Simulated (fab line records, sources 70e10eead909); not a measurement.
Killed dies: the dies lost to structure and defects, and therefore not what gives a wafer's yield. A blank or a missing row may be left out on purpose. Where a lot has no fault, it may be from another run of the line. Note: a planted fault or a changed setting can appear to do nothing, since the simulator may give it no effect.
fab line records | flow nandHarc
record lots=5 | wafers=15 | lastDay=24
route steps=1159 shown A_CONTACT@943 END@1159
lots that met no fault: taken from a fault-free run of the same line
startH: hours from the record's opening day to when the first of the lot's shown wafers began | waitH: hours from the lot's prior step to this one | " same as the row above | L1.1+2: one row covering several wafers at once | - no value, or no start was given | * or withheld: withheld | < > ~ a bound
route shown NAME@n: names a module that has steps shown in the file, with the first one's number in the route | usual: the fault-free wafers' mean and standard deviation | same: alike in all rows | chamber/n: place in a boat | sites: per-site readings | _std_site: how widely they spread, as a standard deviation | _edge_site: outer sites' mean less inner sites' | radiusMm: how far each site lies from the wafer's centre | mask NAME#n: copy n | behind: the tool/chamber that last shaped the wafer | hold: what put the lot on hold/how long, in hours/how the hold closed | device: the transistor (n, p or np) that didn't switch | end of line: the tests these same wafers got at the end of their route | step lacking rows: just its recipe | killed: not the wafer's yield, but the dies lost to structure and defects at the first sort | map: per-die view of a wafer (x killed, . not killed, _ where there is no die)
set.NAME: the setting the step ran with; set.NAME@STEP: the setting that earlier step ran with | model.NAME: the simulator's own value behind a step, which no gauge read
certain route steps with their lots: each step a table, each wafer a row
services: from which hour (startH, from the record's first day; less than 0 if before it) a tool's chamber was out of use, for how many hours, and why
## steps
# step NHARC_A_CONTACT_ETCH_134
# recipe sourceW=withheld | pressureMtorr=20 | biasV=withheld | timeS=140 | targetDepthA=7000 | arFlowSccm=withheld | c4f8FlowSccm=withheld | o2FlowSccm=withheld | chemistry=C4F8/O2/Ar
lot.wafer | tool          | chamber | startH | waitH | rfHoursCounterH
L188.2    | harCapEtch-02 | 1       | 394.22 | -     | 15
L188.4    | "             | 0       | "      | "     | -
L188.3    | "             | 1       | "      | "     | -
L192.2    | harCapEtch-03 | 0       | 435.05 | -     | 92
L192.4    | "             | 0       | "      | "     | -
L192.3    | "             | 1       | "      | "     | -
L204.1    | harCapEtch-03 | 0       | 490.59 | -     | 103
L204.3    | "             | 0       | "      | "     | -
L204.6    | "             | 0       | "      | "     | -
L207.3    | harCapEtch-01 | 1       | 522.76 | -     | -
L207.6    | "             | 1       | "      | "     | -
L207.5    | "             | 0       | "      | "     | -
L209.2    | harCapEtch-02 | 0       | 531.59 | -     | 39
L209.4    | "             | 1       | "      | "     | -
L209.3    | "             | 0       | "      | "     | -
# step NHARC_A_CONTACT_ETCH_135
# recipe sourceW=withheld | pressureMtorr=20 | biasV=3000 | timeS=132 | targetDepthA=12870 | arFlowSccm=withheld | c4f8FlowSccm=withheld | o2FlowSccm=withheld | chemistry=C4F8/O2/Ar
# step NHARC_A_CONTACT_ETCH_136
# recipe sourceW=withheld | pressureMtorr=20 | biasV=3000 | timeS=132 | targetDepthA=12870 | arFlowSccm=withheld | c4f8FlowSccm=withheld | o2FlowSccm=withheld | chemistry=C4F8/O2/Ar
lot.wafer | tool          | chamber | startH | waitH | rfHoursCounterH
L188.2    | harCapEtch-02 | 1       | 394.53 | 0.1   | 15
L188.4    | "             | 0       | "      | "     | -
L188.3    | "             | 1       | "      | "     | -
L192.2    | harCapEtch-03 | 0       | 435.48 | 0.1   | 93
L192.4    | "             | 0       | "      | "     | -
L192.3    | "             | 1       | "      | "     | -
L204.1    | harCapEtch-03 | 0       | 490.92 | 0.1   | 103
L204.3    | "             | 0       | "      | "     | -
L204.6    | "             | 0       | "      | "     | -
L207.3    | harCapEtch-01 | 1       | 523.29 | 0.2   | -
L207.6    | "             | 1       | "      | "     | -
L207.5    | "             | 0       | "      | "     | -
L209.2    | harCapEtch-02 | 0       | 531.90 | 0.1   | 39
L209.4    | "             | 1       | "      | "     | -
L209.3    | "             | 0       | "      | "     | -
# step NHARC_A_CONTACT_ETCH_137
# recipe sourceW=withheld | pressureMtorr=20 | biasV=3000 | timeS=132 | targetDepthA=12870 | arFlowSccm=withheld | c4f8FlowSccm=withheld | o2FlowSccm=withheld | chemistry=C4F8/O2/Ar
lot.wafer | tool          | chamber | startH | waitH | rfHoursCounterH
L188.2    | harCapEtch-02 | 1       | 394.65 | 0.1   | 15
L188.4    | "             | 0       | "      | "     | -
L188.3    | "             | 1       | "      | "     | -
L192.2    | harCapEtch-03 | 0       | 435.65 | 0.1   | 93
L192.4    | "             | 0       | "      | "     | -
L192.3    | "             | 1       | "      | "     | -
L204.1    | harCapEtch-03 | 0       | 491.04 | 0.1   | 103
L204.3    | "             | 0       | "      | "     | -
L204.6    | "             | 0       | "      | "     | -
L207.3    | harCapEtch-01 | 1       | 523.50 | 0.2   | -
L207.6    | "             | 1       | "      | "     | -
L207.5    | "             | 0       | "      | "     | -
L209.2    | harCapEtch-02 | 0       | 532.02 | 0.1   | 39
L209.4    | "             | 1       | "      | "     | -
L209.3    | "             | 0       | "      | "     | -
# step NHARC_A_CONTACT_ETCH_138
# recipe sourceW=withheld | pressureMtorr=20 | biasV=3000 | timeS=132 | targetDepthA=12890 | arFlowSccm=withheld | c4f8FlowSccm=withheld | o2FlowSccm=withheld | chemistry=C4F8/O2/Ar
lot.wafer | tool          | chamber | startH | waitH | rfHoursCounterH
L188.2    | harCapEtch-02 | 1       | 394.78 | 0.1   | 15
L188.4    | "             | 0       | "      | "     | -
L188.3    | "             | 1       | "      | "     | -
L192.2    | harCapEtch-03 | 0       | 435.81 | 0.1   | 93
L192.4    | "             | 0       | "      | "     | -
L192.3    | "             | 1       | "      | "     | -
L204.1    | harCapEtch-03 | 0       | 491.16 | 0.1   | 103
L204.3    | "             | 0       | "      | "     | -
L204.6    | "             | 0       | "      | "     | -
L207.3    | harCapEtch-01 | 1       | 523.72 | 0.2   | -
L207.6    | "             | 1       | "      | "     | -
L207.5    | "             | 0       | "      | "     | -
L209.2    | harCapEtch-02 | 0       | 532.14 | 0.1   | 40
L209.4    | "             | 1       | "      | "     | -
L209.3    | "             | 0       | "      | "     | -
# step NHARC_A_CONTACT_ETCH_139
# recipe sourceW=withheld | pressureMtorr=20 | biasV=400 | timeS=137 | targetDepthA=5900 | arFlowSccm=withheld | c4f8FlowSccm=11.5 | o2FlowSccm=7.2 | chemistry=C4F8/O2/Ar
lot.wafer | tool          | chamber | startH | waitH | rfHoursCounterH
L188.2    | harCapEtch-02 | 1       | 394.92 | 0.1   | 16
L188.4    | "             | 0       | "      | "     | -
L188.3    | "             | 1       | "      | "     | -
L192.2    | harCapEtch-03 | 0       | 435.98 | 0.1   | 93
L192.4    | "             | 0       | "      | "     | -
L192.3    | "             | 1       | "      | "     | -
L204.1    | harCapEtch-03 | 0       | 491.28 | 0.1   | 103
L204.3    | "             | 0       | "      | "     | -
L204.6    | "             | 0       | "      | "     | -
L207.3    | harCapEtch-01 | 1       | 524.00 | 0.2   | -
L207.6    | "             | 1       | "      | "     | -
L207.5    | "             | 0       | "      | "     | -
L209.2    | harCapEtch-02 | 0       | 532.28 | 0.1   | 40
L209.4    | "             | 1       | "      | "     | -
L209.3    | "             | 0       | "      | "     | -
# step NHARC_A_CONTACT_ETCH_92
# recipe targetDepthA=400 | overEtchFrac=0.5 | timeS=85.7 | ionEnergyEv=120 | ch3fFlowSccm=50 | o2FlowSccm=30 | arFlowSccm=200 | rfW=500 | biasW=100 | chemistry=CH3F/O2
# step NHARC_A_CONTACT_ETCH_98
# recipe targetDepthA=200 | overEtchFrac=0.5 | timeS=10 | ionEnergyEv=250 | c4f6FlowSccm=25 | o2FlowSccm=20 | arFlowSccm=500 | rfW=600 | biasW=500 | chemistry=C4F6/O2
# step NHARC_A_CONTACT_CD_MEAS_15
# usual cdNm=90.0/0.66
lot.wafer | tool     | chamber | startH | waitH | cdNm
L188.2    | cdSem-03 | -       | 395.54 | -     | 91.1
L188.3    | "        | -       | "      | "     | 91.4
L188.4    | "        | -       | "      | "     | 90.9
L192.2    | cdSem-03 | -       | 436.68 | -     | 88.4
L192.3    | "        | -       | "      | "     | 89.2
L192.4    | "        | -       | "      | "     | 88.6
L204.1    | cdSem-02 | -       | 491.92 | -     | 89.6
L204.3    | "        | -       | "      | "     | 89.3
L204.6    | "        | -       | "      | "     | 89.3
L207.3    | cdSem-03 | -       | 525.25 | -     | 89.8
L207.5    | "        | -       | "      | "     | 90.9
L207.6    | "        | -       | "      | "     | 89.3
L209.2    | cdSem-03 | -       | 532.87 | -     | 91.4
L209.3    | "        | -       | "      | "     | 91.0
L209.4    | "        | -       | "      | "     | 90.7
# step NHARC_A_CONTACT_STRIP_107
# recipe n2FlowSccm=150 | h2FlowSccm=150 | arFlowSccm=0 | biasW=0 | chemistry=N2/H2
# step NHARC_A_CONTACT_STRIP_108
# recipe cf4FlowSccm=100 | chf3FlowSccm=30 | arFlowSccm=0 | biasW=0 | chemistry=CF4/CHF3
# step NHARC_A_CONTACT_STRIP_109
# recipe o2FlowSccm=400 | cosFlowSccm=20 | arFlowSccm=0 | biasW=0 | chemistry=O2/COS
# step NHARC_A_CONTACT_ETCH_110
# recipe targetDepthA=500 | overetchA=50 | timeS=27.5 | ionEnergyEv=100 | cf4FlowSccm=80 | o2FlowSccm=20 | arFlowSccm=0 | rfW=300 | biasW=100 | chemistry=CF4/O2
# usual drypumpMotorCurrentA=5.6/0.34 | o2FlowSccm=20.00/0.057 | oesProductAu=1.000/0.0083 | rfVppV=198.3/1.1 | showerheadPlenumPTorr=1.35/0.036 | throttleValvePct=13.397/0.0086
lot.wafer | tool       | chamber | startH | waitH | drypumpMotorCurrentA | o2FlowSccm | oesProductAu | rfHoursCounterH | rfVppV | showerheadPlenumPTorr | throttleValvePct
L188.3    | rieDiel-04 | 0       | 395.93 | 0.1   | 5.5                  | 20.04      | 0.989        | 39              | 197.7  | 1.34                  | 13.397
L188.2    | "          | 1       | "      | "     | 5.6                  | 19.90      | 0.994        | 33              | 198.2  | 1.37                  | 13.387
L188.4    | "          | 3       | "      | "     | 5.7                  | 20.06      | 1.016        | 36              | 198.0  | 1.32                  | 13.385
L192.2    | rieDiel-02 | 2       | 436.98 | 0.1   | 6.2                  | 20.09      | 0.927        | 16              | 197.7  | 1.30                  | 13.384
L192.3    | "          | 3       | "      | "     | 5.1                  | 19.96      | 0.927        | 21              | 197.8  | 1.36                  | 13.394
L192.4    | "          | 0       | "      | "     | 5.5                  | 19.89      | 0.990        | 17              | 198.1  | 1.33                  | 13.382
L204.3    | rieDiel-04 | 0       | 492.22 | 0.1   | 5.5                  | 20.08      | 0.989        | 5               | 198.6  | 1.34                  | 13.386
L204.1    | "          | 2       | "      | "     | 6.2                  | 19.96      | 0.999        | 4               | 196.8  | 1.33                  | 13.408
L204.6    | "          | 0       | "      | "     | 5.5                  | 20.11      | 0.990        | -               | 196.8  | 1.34                  | 13.395
L207.3    | rieDiel-08 | 1       | 526.00 | 0.1   | 5.7                  | 20.11      | 0.996        | 14              | 199.0  | 1.39                  | 13.392
L207.6    | "          | 0       | "      | "     | 5.2                  | 20.02      | 1.005        | -               | 197.8  | 1.29                  | 13.396
L207.5    | "          | 1       | "      | "     | 5.7                  | 20.12      | 1.002        | -               | 201.0  | 1.39                  | 13.405
L209.4    | rieDiel-02 | 2       | 533.35 | 0.1   | 6.1                  | 20.02      | 0.998        | 4               | 197.4  | 1.30                  | 13.402
L209.3    | "          | 3       | "      | "     | 5.1                  | 20.05      | 0.998        | 4               | 199.1  | 1.36                  | 13.406
L209.2    | "          | 0       | "      | "     | 5.5                  | 20.05      | 0.991        | 4               | 198.2  | 1.33                  | 13.387
# step NHARC_A_CONTACT_STRIP_26
# recipe o2FlowSccm=500 | arFlowSccm=0 | biasW=0 | chemistry=O2
# step NHARC_END_SORT_01
# recipe tempC=25
# usual killedAtArray=28/8.6 | killedAtOther=0.7/1.2 | killedAtPeriphery=3.1/2.3 | killedDies=32/8.7 | killedOpen=3.2/1.7 | killedShort=2.0/1.5
# same grossDies=677
lot.wafer | tool      | chamber | startH | waitH | killedAtArray | killedAtOther | killedAtPeriphery | killedDies | killedOpen | killedShort
L188.2    | prober-01 | 0       | 445.13 | 2.8   | 26            | 3             | 3                 | 32         | 3          | 2
L188.3    | prober-01 | 0       | 445.92 | 3.1   | 22            | 3             | 6                 | 31         | 1          | 2
L188.4    | prober-01 | 0       | 446.72 | 3.4   | 23            | 1             | 3                 | 27         | 5          | 1
L192.2    | prober-02 | 0       | 493.73 | 2.8   | 629           | 0             | 2                 | 631        | 3          | 0
L192.3    | prober-02 | 0       | 494.53 | 3.1   | 639           | 0             | 4                 | 643        | 1          | 4
L204.1    | prober-02 | 0       | 554.11 | 2.5   | 34            | 0             | 2                 | 36         | 1          | 2
L204.3    | prober-02 | 0       | 555.74 | 3.1   | 26            | 0             | 2                 | 28         | 4          | 0
L204.6    | prober-02 | 0       | 558.18 | 4.1   | 37            | 0             | 6                 | 43         | 2          | 4
# killed by level:class
L188.2 A_SLIT:chamberFilmFlake=11 P_GATE:chamberFilmFlake=3 A_SGD_CUT:chamberFilmFlake=3 THIN_TSV:chamberFilmFlake=3 A_ZERO_WELL:chamberFilmFlake=2 A_CHANNEL_HOLE_D1:chamberFilmFlake=2 A_CONTACT:chamberFilmFlake=2 A_ONON_D1:geometricParticle:open=1
L188.3 A_SLIT:chamberFilmFlake=11 A_SGD_CUT:chamberFilmFlake=7 P_GATE:chamberFilmFlake=3 THIN_TSV:chamberFilmFlake=3 P_GATE:geometricParticle:open=1 P_CONTACT:geometricParticle:short=1 A_CONTACT:geometricParticle:short=1 P_M0:chamberFilmFlake=1
L188.4 A_SLIT:chamberFilmFlake=6 A_CHANNEL_HOLE_D1:chamberFilmFlake=4 A_CONTACT:chamberFilmFlake=4 A_STAIRCASE:chamberFilmFlake=3 A_SGD_CUT:chamberFilmFlake=3 P_STI:geometricParticle:short=1 P_GATE:geometricParticle:open=1 P_M1:geometricParticle:open=1
L192.2 A_CONTACT:areaEtch=605 A_SLIT:chamberFilmFlake=9 A_CHANNEL_HOLE_D1:chamberFilmFlake=6 A_STAIRCASE:chamberFilmFlake=4 A_M0:geometricParticle:open=2 P_M0:geometricParticle:open=1 P_STI:chamberFilmFlake=1 A_ZERO_WELL:chamberFilmFlake=1
L192.3 A_CONTACT:areaEtch=612 A_SLIT:chamberFilmFlake=12 A_CHANNEL_HOLE_D1:chamberFilmFlake=5 A_STAIRCASE:chamberFilmFlake=3 A_CONTACT:chamberFilmFlake=2 P_STI:geometricParticle:open=1 P_M0:geometricParticle:short=1 A_SOURCE_PLATE:geometricParticle:short=1
L204.1 A_CHANNEL_HOLE_D1:chamberFilmFlake=19 A_CONTACT:chamberFilmFlake=5 A_STAIRCASE:chamberFilmFlake=4 P_STI:chamberFilmFlake=2 A_BONDPAD:chamberFilmFlake=2 A_ONON_D1:geometricParticle:open=1 A_WL_FILL:geometricParticle:short=1 A_CONTACT:geometricParticle:short=1
L204.3 A_CHANNEL_HOLE_D1:chamberFilmFlake=18 A_M1:geometricParticle:open=2 A_BONDPAD:chamberFilmFlake=2 P_M0:geometricParticle:open=1 A_BLC:geometricParticle:open=1 P_STI:chamberFilmFlake=1 A_STAIRCASE:chamberFilmFlake=1 A_WL_FILL:chamberFilmFlake=1
L204.6 A_CHANNEL_HOLE_D1:chamberFilmFlake=23 A_CONTACT:chamberFilmFlake=5 P_ZERO_WELL:chamberFilmFlake=2 A_STAIRCASE:chamberFilmFlake=2 P_CONTACT:geometricParticle:short=1 P_M0:geometricParticle:open=1 A_CHANNEL_HOLE_D1:geometricParticle:short=1 A_SGD_CUT:geometricParticle:short=1
# map L192.3 (x killed, . not)
____________x____________
_________xxxxxxx_________
_______xxxxxxxxxxx_______
______xxxxxxxxxxxx.______
_____xxxxxxxxxxxxxxx_____
____xxxxxxxxxxxxxxxxx____
____xxxxxxxxxxxxxxxxx____
___xxxxxxxx.xxxxxxxxxx___
___xxxxxx..xxxxxxxxxx.___
__xxxx.xxxxxxxxxxxxxxxx__
__xxxxxxxxxxxxxxxxxxxxx__
_xxxxxxxxxxxxxxxxxx.xxxx_
_xxxxxxxxxx.xxxxxx.xx.xx_
_xxxxxxxx.x.xxxx.xxxxxxx_
_xxxxxxxxxxxxxxxxxxxxx.x_
_xxxxxxxxxxxx.xxxxx.xxxx_
xxxxx.xxxxxxxxxxxxx.xxxxx
xxxxxxxxxxxxxxxxxxxxxxxxx
xxxxxxxxxxxxx.xxxxxxxxxxx
xxxxxxxxxxxxxxxxxxxxx.xxx
xxxxxxxxxxxxxxxxxxxx.x.xx
_xxxxxxxxxxxxx.xx.xxxxx._
_xxxxxxxxxxxxxxxxxxxxxxx_
_xxxxxxxxxxxxxxxxxx.x.xx_
_xxxxxxxxxxxxxxxxxxxxxx._
_xxxxxxxxxxxxx.x.xxxxxxx_
__xxxxxxxxxxxxxxxxxxxxx__
__xxxxxxxxxxxxxxxx.x.xx__
___xxxxxxxxxxxxx.xxxxx___
___xxxxxxxxxxxxxxxxxxx___
____xxxxxxxxxxxxxxxxx____
____xxxxxxxxxxxxxxxxx____
_____xxxxxxxxxxxxxxx_____
______xxxxxxxxxxxxx______
_______xxxx.xxxxxx_______
_________xxxxxxx_________
____________x____________
# map L209.2 (x killed, . not)
____________.____________
_________......._________
_______.x........._______
______.............______
_____.........x....._____
____.................____
____.................____
___...................___
___......x............___
__.............x......x__
__.....................__
_......................._
_....................x.x_
_......................._
_......................._
_.................x....._
...................x.....
..x......................
.................x.x.....
...................x.....
.......x..........xx.....
_................x.x...._
_......................._
_......................._
_.........x...x........._
_.........xxxxx........._
__.......xx............__
__.x.......xxxx.....x..__
___......x..xx........___
___.......x.x.........___
____.................____
____........x..x.....____
_____.....x........._____
______.............______
_______..........._______
_________......._________
____________.____________
## services
tool       | chamber | startH | hours | kind
rieDiel-04 | 0       | 372.02 | -     | clean
rieDiel-04 | 1       | 372.02 | -     | clean
rieDiel-04 | 2       | 372.02 | -     | clean
rieDiel-04 | 3       | 372.02 | -     | clean
rieDiel-02 | 0       | 385.86 | -     | clean
rieDiel-02 | 1       | 385.86 | -     | clean
rieDiel-02 | 2       | 385.86 | -     | clean
rieDiel-02 | 3       | 385.86 | -     | clean
rieDiel-04 | 0       | 396.66 | -     | clean
rieDiel-04 | 1       | 396.66 | -     | clean
rieDiel-04 | 2       | 396.66 | -     | clean
rieDiel-04 | 3       | 396.66 | -     | clean
rieDiel-02 | 2       | 399.59 | 5.1   | repair
rieDiel-02 | 0       | 410.79 | -     | clean
rieDiel-08 | -       | 412.46 | 2.5   | repair
rieDiel-02 | 2       | 459.83 | 4.2   | repair
rieDiel-02 | 1       | 462.89 | 1.5   | repair
rieDiel-04 | -       | 466.05 | 9.0   | pm
rieDiel-02 | 2       | 475.63 | 6.5   | repair
rieDiel-04 | -       | 476.57 | 1.2   | repair
rieDiel-08 | -       | 478.86 | 9.0   | pm
rieDiel-02 | -       | 504.83 | 9.0   | pm
rieDiel-04 | 2       | 516.64 | 13.8  | repair
rieDiel-08 | 3       | 523.50 | 2.9   | repair
## key
firstSign step=NHARC_A_CONTACT_ETCH_110 | reading=oesProductAu | direction=down | sigmas=8.9 | usual=1.000 | struck=0.927
effect step=NHARC_END_SORT_01 | reading=killedAtArray | direction=up | sigmas=71 | usual=28 | struck=634
moreKillsBornAt NHARC_A_CONTACT_ETCH_110@rieDiel-02=1217
metAt NHARC_A_CONTACT_ETCH_110
struckWafers L192.2,L192.3
laterRowsLeftOut L192.2,L192.3
testerLeftOut L192
fault kind=processParameterDrift | tool=rieDiel-02 | chamber=- | onsetH=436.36 | steps=NHARC_A_CONTACT_ETCH_110 | channel=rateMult | offset=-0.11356 | shape=step | endH=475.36 | scope=struckWafersOnly
# testerLeftOut: of these lots the tester's yield and bins aren't shown, on N5 and GAA mostly nor the transistor test; their killed dies are dies lost to structure and defects alone, not to doping, threshold or leakage, so they don't give the yield
# laterRowsLeftOut: the simulator's readings of these wafers behind a module that went badly wrong aren't trusted and aren't shown, but for the sort
